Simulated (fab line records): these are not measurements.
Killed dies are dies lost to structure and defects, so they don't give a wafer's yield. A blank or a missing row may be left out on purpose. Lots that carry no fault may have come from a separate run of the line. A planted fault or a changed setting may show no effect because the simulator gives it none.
Which tool is to blame? + flow nandHarc + 24 lots, 72 wafers sampled, at 6 steps of a route of 1159

== WHAT THE GAUGES SHOWED, per wafer ==
Not one reading of a measure or inspect step in the record can be checked against a usual standard deviation.

== EACH LOT AND THE TOOL THAT RAN IT (in order: tool; ch and the chambers of the sampled wafers; start) ==
| lot  | NHARC_A_STAIRCASE_STRIP_316                  | NHARC_A_STAIRCASE_DEP_325       | NHARC_A_STAIRCASE_CMP_152     | NHARC_A_SLIT_ETCH_24              | NHARC_A_CONTACT_ETCH_124           | NHARC_A_CONTACT_ETCH_129           |
|------|----------------------------------------------|---------------------------------|-------------------------------|-----------------------------------|------------------------------------|------------------------------------|
| L074 | rieDiel-02 ch 1,2,3, day 13 07:42 or earlier | pecvd-02 ch 0,2, day 13 07:42   | cmp-03 ch 0,2,3, day 13 18:25 | rieDiel-09 ch 0,1,3, day 14 06:47 | harCapEtch-02 ch 0,1, day 16 18:50 | harCapEtch-02 ch 0,1, day 16 19:35 |
| L075 | rieDiel-13 ch 2,3, day 13 07:35 or earlier   | pecvd-04 ch 1,2, day 13 07:35   | cmp-01 ch 0,1,2, day 13 18:16 | rieDiel-05 ch 0,1, day 14 06:32   | harCapEtch-03 ch 0,1, day 16 14:48 | harCapEtch-03 ch 0,1, day 16 15:33 |
| L077 | rieDiel-02 ch 1,2,3, day 13 20:34 or earlier | pecvd-02 ch 0,1,2, day 13 20:34 | cmp-01 ch 0,1, day 14 07:41   | rieDiel-11 ch 0,2, day 14 21:50   | harCapEtch-01 ch 0,1, day 17 06:18 | harCapEtch-01 ch 0,1, day 17 07:10 |
| L076 | rieDiel-01 ch 1,2, day 13 20:40 or earlier   | pecvd-04 ch 0,2, day 13 20:40   | cmp-04 ch 1,2,3, day 14 07:54 | rieDiel-05 ch 0,1, day 14 20:27   | harCapEtch-03 ch 0,1, day 17 12:25 | harCapEtch-03 ch 0,1, day 17 13:10 |
| L079 | rieDiel-02 ch 0,1,2, day 14 06:46 or earlier | pecvd-04 ch 0,1,2, day 14 06:46 | cmp-04 ch 0,3, day 14 17:53   | rieDiel-11 ch 1,2, day 15 07:23   | harCapEtch-01 ch 0,1, day 17 10:50 | harCapEtch-01 ch 0,1, day 17 11:50 |
| L078 | rieDiel-02 ch 0,1,2, day 14 06:46 or earlier | pecvd-02 ch 0,2, day 14 06:46   | cmp-01 ch 1,2,3, day 14 18:07 | rieDiel-09 ch 0,1, day 15 08:02   | harCapEtch-03 ch 0,1, day 17 06:59 | harCapEtch-03 ch 0,1, day 17 07:45 |
| L080 | rieDiel-01 ch 0,1,3, day 14 06:49 or earlier | pecvd-03 ch 0,1,2, day 14 06:49 | cmp-03 ch 1,2, day 14 17:35   | rieDiel-09 ch 0,1,3, day 15 06:34 | harCapEtch-03 ch 0,1, day 17 15:37 | harCapEtch-03 ch 0,1, day 17 16:22 |
| L082 | rieDiel-02 ch 1,2,3, day 15 04:16 or earlier | pecvd-04 ch 0,1, day 15 04:16   | cmp-01 ch 0,2,3, day 15 19:39 | rieDiel-05 ch 0,2,3, day 16 08:29 | harCapEtch-02 ch 0,1, day 18 19:52 | harCapEtch-02 ch 0,1, day 18 20:38 |
| L081 | rieDiel-01 ch 0,2,3, day 15 04:10 or earlier | pecvd-03 ch 0,1, day 15 04:10   | cmp-04 ch 0,1, day 15 19:23   | rieDiel-09 ch 0,2, day 16 08:31   | harCapEtch-01 ch 0,1, day 18 20:15 | harCapEtch-01 ch 0,1, day 18 21:01 |
| L084 | rieDiel-13 ch 0,2,3, day 15 21:25 or earlier | pecvd-03 ch 0,2, day 15 21:25   | cmp-04 ch 0,2,3, day 16 08:21 | rieDiel-11 ch 0,2,3, day 16 22:55 | harCapEtch-02 ch 0,1, day 19 01:52 | harCapEtch-02 ch 0,1, day 19 02:37 |
| L083 | rieDiel-02 ch 0,1,2, day 15 21:22 or earlier | pecvd-02 ch 0,1,2, day 15 21:22 | cmp-03 ch 0,1,3, day 16 08:55 | rieDiel-09 ch 0,1,3, day 16 23:12 | harCapEtch-02 ch 0,1, day 19 05:22 | harCapEtch-02 ch 0,1, day 19 06:08 |
| L085 | rieDiel-13 ch 0,2,3, day 16 13:12 or earlier | pecvd-02 ch 0,1,2, day 16 13:12 | cmp-03 ch 2,3, day 17 02:31   | rieDiel-11 ch 2,3, day 17 16:11   | harCapEtch-03 ch 0,1, day 20 02:25 | harCapEtch-03 ch 0,1, day 20 03:10 |
| L086 | rieDiel-02 ch 1,2,3, day 16 12:55 or earlier | pecvd-04 ch 0,1,2, day 16 12:55 | cmp-03 ch 0,1,3, day 17 02:50 | rieDiel-11 ch 1,2,3, day 17 17:37 | harCapEtch-01 ch 0,1, day 19 22:28 | harCapEtch-01 ch 0,1, day 19 23:14 |
| L088 | rieDiel-02 ch 0,3, day 16 18:12 or earlier   | pecvd-03 ch 0,1, day 16 18:12   | cmp-04 ch 2,3, day 17 04:27   | rieDiel-09 ch 1,2,3, day 17 16:02 | harCapEtch-02 ch 0,1, day 19 22:11 | harCapEtch-02 ch 0,1, day 19 22:55 |
| L091 | rieDiel-13 ch 0,2, day 17 04:19 or earlier   | pecvd-02 ch 0,1,2, day 17 04:19 | cmp-01 ch 0,2, day 17 15:20   | rieDiel-05 ch 0,3, day 18 07:37   | harCapEtch-01 ch 0,1, day 20 10:12 | harCapEtch-01 ch 0,1, day 20 10:58 |
| L090 | rieDiel-13 ch 0,1, day 17 04:41 or earlier   | pecvd-03 ch 0,1,2, day 17 04:41 | cmp-03 ch 0,1,3, day 17 15:38 | rieDiel-11 ch 1,2, day 18 06:04   | harCapEtch-02 ch 0,1, day 20 11:01 | harCapEtch-02 ch 0,1, day 20 11:44 |
| L087 | rieDiel-02 ch 0,3, day 17 09:20 or earlier   | pecvd-03 ch 0,2, day 17 09:20   | cmp-03 ch 0,2, day 17 21:28   | rieDiel-11 ch 0,1,3, day 18 13:16 | harCapEtch-03 ch 1, day 20 13:20   | harCapEtch-03 ch 1, day 20 14:20   |
| L089 | rieDiel-01 ch 0,2,3, day 17 09:25 or earlier | pecvd-02 ch 0,1, day 17 09:25   | cmp-04 ch 0,2, day 17 21:50   | rieDiel-05 ch 1,2,3, day 18 12:16 | harCapEtch-01 ch 0,1, day 20 15:01 | harCapEtch-01 ch 0,1, day 20 15:46 |
| L093 | rieDiel-02 ch 0,2,3, day 17 14:27 or earlier | pecvd-03 ch 0,1,2, day 17 14:27 | cmp-04 ch 0,2,3, day 18 04:31 | rieDiel-09 ch 0,1, day 18 19:11   | harCapEtch-01 ch 0,1, day 21 03:19 | harCapEtch-01 ch 0,1, day 21 04:05 |
| L092 | rieDiel-01 ch 1,2,3, day 18 05:37 or earlier | pecvd-02 ch 0,1,2, day 18 05:37 | cmp-01 ch 0,3, day 18 16:27   | rieDiel-05 ch 0,2,3, day 19 05:59 | harCapEtch-03 ch 0,1, day 22 00:19 | harCapEtch-03 ch 0,1, day 22 01:04 |
| L095 | rieDiel-02 ch 0,1,2, day 18 18:32 or earlier | pecvd-02 ch 0,1,2, day 18 18:32 | cmp-03 ch 0,2,3, day 19 10:10 | rieDiel-09 ch 1,2,3, day 19 23:04 | harCapEtch-01 ch 0,1, day 22 03:26 | harCapEtch-01 ch 0,1, day 22 04:12 |
| L096 | rieDiel-02 ch 0,1,2, day 18 18:32 or earlier | pecvd-03 ch 0,1,2, day 18 18:32 | cmp-04 ch 0,2,3, day 19 09:20 | rieDiel-11 ch 0,1,3, day 19 22:46 | harCapEtch-02 ch 0,1, day 22 03:39 | harCapEtch-02 ch 0,1, day 22 04:24 |
| L094 | rieDiel-01 ch 0,1,2, day 18 22:40 or earlier | pecvd-03 ch 0,1, day 18 22:40   | cmp-01 ch 0,2,3, day 19 09:36 | rieDiel-05 ch 0,1, day 19 23:13   | harCapEtch-02 ch 0,1, day 22 13:44 | harCapEtch-02 ch 0,1, day 22 14:29 |
| L097 | rieDiel-01 ch 0,2,3, day 19 08:04 or earlier | pecvd-02 ch 0,1, day 19 08:04   | cmp-01 ch 0,1,3, day 19 20:13 | rieDiel-11 ch 2,3, day 20 08:38   | harCapEtch-03 ch 0,1, day 22 15:17 | harCapEtch-03 ch 0,1, day 22 16:04 |
- NHARC_A_STAIRCASE_STRIP_316: strips in O2.
- NHARC_A_STAIRCASE_DEP_325: deposits SiO2, target thk 3800 nm.
- NHARC_A_STAIRCASE_CMP_152: polishes.
- NHARC_A_SLIT_ETCH_24: etches the open film in CF4/CHF3, target depth 121 nm, time 60.5 s.
- NHARC_A_CONTACT_ETCH_124: etches the open film in C4F8/O2/Ar, time 140 s, target depth 700 nm.
- NHARC_A_CONTACT_ETCH_129: etches the open film in C4F8/O2/Ar, time 155 s, target depth 956 nm.

== WHAT THE TOOLS THEMSELVES READ (means of the sampled wafers that have a number; where no wafer has one, the mark that the record gives instead) ==
NHARC_A_STAIRCASE_STRIP_316. Usual: drypumpMotorCurrentA 5.7 A, standard deviation 0.38; oesProductAu 1.003 a.u., standard deviation 0.0086; rfVppV 57.6 V, standard deviation 0.96; showerheadPlenumPTorr 3.48 Torr, standard deviation 0.15; throttleValvePct 17.037 %, standard deviation 0.0097.
| lot  | tool       | drypumpMotorCurrentA (A) | oesProductAu (a.u.) | rfVppV (V) | showerheadPlenumPTorr (Torr) | throttleValvePct (%) | flag |
|------|------------|--------------------------|---------------------|------------|------------------------------|----------------------|------|
| L074 | rieDiel-02 | 5.8                      | 1.000               | 57.7       | 3.47                         | 17.038               |      |
| L075 | rieDiel-13 | 5.6                      | 1.005               | 57.2       | 3.34                         | 17.030               |      |
| L077 | rieDiel-02 | 5.8                      | 0.996               | 57.2       | 3.47                         | 17.033               |      |
| L076 | rieDiel-01 | 6.0                      | 1.008               | 57.6       | 3.46                         | 17.043               |      |
| L079 | rieDiel-02 | 5.5                      | 0.988               | 57.8       | 3.42                         | 17.035               |      |
| L078 | rieDiel-02 | 5.5                      | 1.000               | 57.6       | 3.42                         | 17.039               |      |
| L080 | rieDiel-01 | 5.6                      | 1.003               | 57.1       | 3.43                         | 17.031               |      |
| L082 | rieDiel-02 | 5.9                      | 0.999               | 58.2       | 3.46                         | 17.026               |      |
| L081 | rieDiel-01 | 5.8                      | 1.000               | 57.6       | 3.51                         | 17.039               |      |
| L084 | rieDiel-13 | 5.5                      | 1.008               | 57.9       | 3.59                         | 17.042               |      |
| L083 | rieDiel-02 | 5.5                      | 0.984               | 57.8       | 3.42                         | 17.030               |      |
| L085 | rieDiel-13 | 5.5                      | 1.008               | 58.2       | 3.58                         | 17.043               |      |
| L086 | rieDiel-02 | 5.9                      | 0.998               | 57.9       | 3.46                         | 17.033               |      |
| L088 | rieDiel-02 | 5.6                      | 1.000               | 58.0       | 3.61                         | 17.038               |      |
| L091 | rieDiel-13 | 5.5                      | 1.018               | 58.3       | 3.60                         | 17.045               |      |
| L090 | rieDiel-13 | 5.8                      | 1.008               | 57.2       | 3.45                         | 17.039               |      |
| L087 | rieDiel-02 | 5.9                      | 1.004               | 58.1       | 3.66                         | 17.034               |      |
| L089 | rieDiel-01 | 5.8                      | 1.008               | 56.7       | 3.50                         | 17.043               |      |
| L093 | rieDiel-02 | 5.8                      | 1.001               | 57.1       | 3.54                         | 17.028               |      |
| L092 | rieDiel-01 | 5.9                      | 1.006               | 57.9       | 3.51                         | 17.042               |      |
| L095 | rieDiel-02 | 5.5                      | 1.000               | 57.4       | 3.40                         | 17.029               |      |
| L096 | rieDiel-02 | 5.5                      | 1.000               | 58.0       | 3.40                         | 17.041               |      |
| L094 | rieDiel-01 | 5.9                      | 1.002               | 57.2       | 3.43                         | 17.041               |      |
| L097 | rieDiel-01 | 5.8                      | 1.008               | 58.7       | 3.49                         | 17.030               |      |

NHARC_A_STAIRCASE_DEP_325. Usual: heaterPowerW reads 643 W (standard deviation 96).
| lot  | tool     | heaterPowerW (W) | flag |
|------|----------|------------------|------|
| L074 | pecvd-02 | 602              |      |
| L075 | pecvd-04 | 715              |      |
| L077 | pecvd-02 | 611              |      |
| L076 | pecvd-04 | 714              |      |
| L079 | pecvd-04 | 706              |      |
| L078 | pecvd-02 | 596              |      |
| L080 | pecvd-03 | 579              |      |
| L082 | pecvd-04 | 713              |      |
| L081 | pecvd-03 | 586              |      |
| L084 | pecvd-03 | 603              |      |
| L083 | pecvd-02 | 718              |      |
| L085 | pecvd-02 | 603              |      |
| L086 | pecvd-04 | 770              |      |
| L088 | pecvd-03 | 604              |      |
| L091 | pecvd-02 | 688              |      |
| L090 | pecvd-03 | 551              |      |
| L087 | pecvd-03 | 587              |      |
| L089 | pecvd-02 | 655              |      |
| L093 | pecvd-03 | 604              |      |
| L092 | pecvd-02 | 644              |      |
| L095 | pecvd-02 | 651              |      |
| L096 | pecvd-03 | 605              |      |
| L094 | pecvd-03 | 597              |      |
| L097 | pecvd-02 | 667              |      |

NHARC_A_STAIRCASE_CMP_152. Usual: motorCurrentA reads 12.3 A (standard deviation 1.3).
| lot  | tool   | motorCurrentA (A) | flag |
|------|--------|-------------------|------|
| L074 | cmp-03 | 11.5              |      |
| L075 | cmp-01 | 13.2              |      |
| L077 | cmp-01 | 13.3              |      |
| L076 | cmp-04 | 12.1              |      |
| L079 | cmp-04 | 11.9              |      |
| L078 | cmp-01 | 13.2              |      |
| L080 | cmp-03 | 11.0              |      |
| L082 | cmp-01 | 12.5              |      |
| L081 | cmp-04 | 14.6              |      |
| L084 | cmp-04 | 12.2              |      |
| L083 | cmp-03 | 11.5              |      |
| L085 | cmp-03 | 12.0              |      |
| L086 | cmp-03 | 11.1              |      |
| L088 | cmp-04 | 11.8              |      |
| L091 | cmp-01 | 12.4              |      |
| L090 | cmp-03 | 11.3              |      |
| L087 | cmp-03 | 10.7              |      |
| L089 | cmp-04 | 13.4              |      |
| L093 | cmp-04 | 12.5              |      |
| L092 | cmp-01 | 12.8              |      |
| L095 | cmp-03 | 11.4              |      |
| L096 | cmp-04 | 12.7              |      |
| L094 | cmp-01 | 12.4              |      |
| L097 | cmp-01 | 13.1              |      |

NHARC_A_SLIT_ETCH_24. Usual: drypumpMotorCurrentA 5.8 A, standard deviation 0.38; oesProductAu 0.963 a.u., standard deviation 0.015; rfVppV 370.9 V, standard deviation 2.3; showerheadPlenumPTorr 1.58 Torr, standard deviation 0.068; throttleValvePct 16.805 %, standard deviation 0.0085.
| lot  | tool       | drypumpMotorCurrentA (A) | oesProductAu (a.u.) | rfVppV (V) | showerheadPlenumPTorr (Torr) | throttleValvePct (%) | flag |
|------|------------|--------------------------|---------------------|------------|------------------------------|----------------------|------|
| L074 | rieDiel-09 | 6.0                      | 0.966               | 372.4      | 1.62                         | 16.801               |      |
| L075 | rieDiel-05 | 5.7                      | 0.976               | 369.7      | 1.56                         | 16.803               |      |
| L077 | rieDiel-11 | 5.6                      | 0.975               | 370.7      | 1.58                         | 16.807               |      |
| L076 | rieDiel-05 | 5.6                      | 0.955               | 372.8      | 1.63                         | 16.805               |      |
| L079 | rieDiel-11 | 5.3                      | 0.963               | 368.2      | 1.49                         | 16.815               |      |
| L078 | rieDiel-09 | 6.2                      | 0.967               | 373.7      | 1.64                         | 16.806               |      |
| L080 | rieDiel-09 | 6.0                      | 0.963               | 371.3      | 1.62                         | 16.807               |      |
| L082 | rieDiel-05 | 5.7                      | 0.968               | 371.0      | 1.60                         | 16.800               |      |
| L081 | rieDiel-09 | 6.1                      | 0.961               | 370.4      | 1.56                         | 16.810               |      |
| L084 | rieDiel-11 | 5.5                      | 0.975               | 371.1      | 1.58                         | 16.804               |      |
| L083 | rieDiel-09 | 6.0                      | 0.973               | 372.3      | 1.62                         | 16.805               |      |
| L085 | rieDiel-11 | 5.2                      | 0.922               | 368.6      | 1.52                         | 16.808               |      |
| L086 | rieDiel-11 | 5.4                      | 0.951               | 369.9      | 1.54                         | 16.802               |      |
| L088 | rieDiel-09 | 5.8                      | 0.973               | 372.7      | 1.60                         | 16.807               |      |
| L091 | rieDiel-05 | 5.8                      | 0.962               | 371.5      | 1.62                         | 16.797               |      |
| L090 | rieDiel-11 | 5.3                      | 0.978               | 367.8      | 1.49                         | 16.808               |      |
| L087 | rieDiel-11 | 5.7                      | 0.964               | 370.9      | 1.60                         | 16.811               |      |
| L089 | rieDiel-05 | 5.9                      | 0.972               | 369.1      | 1.53                         | 16.814               |      |
| L093 | rieDiel-09 | 6.2                      | 0.935               | 372.3      | 1.64                         | 16.802               |      |
| L092 | rieDiel-05 | 5.7                      | 0.968               | 371.1      | 1.59                         | 16.803               |      |
| L095 | rieDiel-09 | 5.8                      | 0.973               | 370.9      | 1.60                         | 16.811               |      |
| L096 | rieDiel-11 | 5.7                      | 0.955               | 371.1      | 1.60                         | 16.807               |      |
| L094 | rieDiel-05 | 5.6                      | 0.971               | 372.6      | 1.63                         | 16.810               |      |
| L097 | rieDiel-11 | 5.3                      | 0.958               | 371.0      | 1.58                         | 16.805               |      |

== THE ANSWER, worked out from the rows above alone ==
Rule: lot off if the mean of its wafers having a number is beyond 3 standard deviations from the usual mean. A lot without any number at a reading at which 4 lots or more have one is off too. Any other lot the step has rows for is counted as sound. Order of review: gauges by route order, followed by the tools' own readings, for which a lot's mean as printed above is used. The first step at which some lot is off is used, and at that step the reading that is off furthest; a lot without a number counts as furthest.
Across all readings shown, no lot is off: no conclusion can be drawn from this.

== WHAT THE SIMULATOR PUT IN ==
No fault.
